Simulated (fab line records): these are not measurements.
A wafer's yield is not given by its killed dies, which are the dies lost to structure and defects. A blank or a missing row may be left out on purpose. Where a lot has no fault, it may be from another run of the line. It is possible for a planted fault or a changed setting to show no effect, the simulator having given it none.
Matching of chambers || flow nand harc || NHARC_P_M1_STRIP_18 on rie diel-10 has 3 sister chambers
The step strips in N2/H2. 3 wafers are shown with their chamber, then 5 later ones without.

## WAFERS WITH THEIR CHAMBER
{"wafer": "L081.3", "chamber": 1, "drypump motor current A (A)": 5.5}
{"wafer": "L082.1", "chamber": 0, "drypump motor current A (A)": 6.2}
{"wafer": "L082.2", "chamber": 2, "drypump motor current A (A)": 5.9}

## WAFERS WITHOUT THEIR CHAMBER
{"wafer": "L082.6", "drypump motor current A (A)": 6.2}
{"wafer": "L090.1", "drypump motor current A (A)": 5.9}
{"wafer": "L090.3", "drypump motor current A (A)": 5.5}
{"wafer": "L094.1", "drypump motor current A (A)": 5.4}
{"wafer": "L094.5", "drypump motor current A (A)": 5.4}

## WHICH CHAMBER EACH ONE RAN IN
{"wafer": "L082.6", "from the rows above": 0, "in truth": 0}
{"wafer": "L090.1", "from the rows above": 2, "in truth": 2}
{"wafer": "L090.3", "from the rows above": 1, "in truth": 1}
{"wafer": "L094.1", "from the rows above": 1, "in truth": 1}
{"wafer": "L094.5", "from the rows above": 1, "in truth": 1}
Placed correctly: 5 of 5. Left unplaced by these rows: 0. Placed wrongly: 0.
How it was worked out, from the rows above alone: a wafer's distance from a chamber is the root of the sum, over the readings, of the square of ((its reading less the chamber's mean) divided by the reading's scatter). The wafer belongs to the nearest chamber; if the next one is less than 2 further off, it can't be placed. A chamber's mean is the mean of its shown wafers. The scatter: with one shown wafer a chamber, the root of the mean of the squares of how far each hidden wafer lies from its nearest shown one.
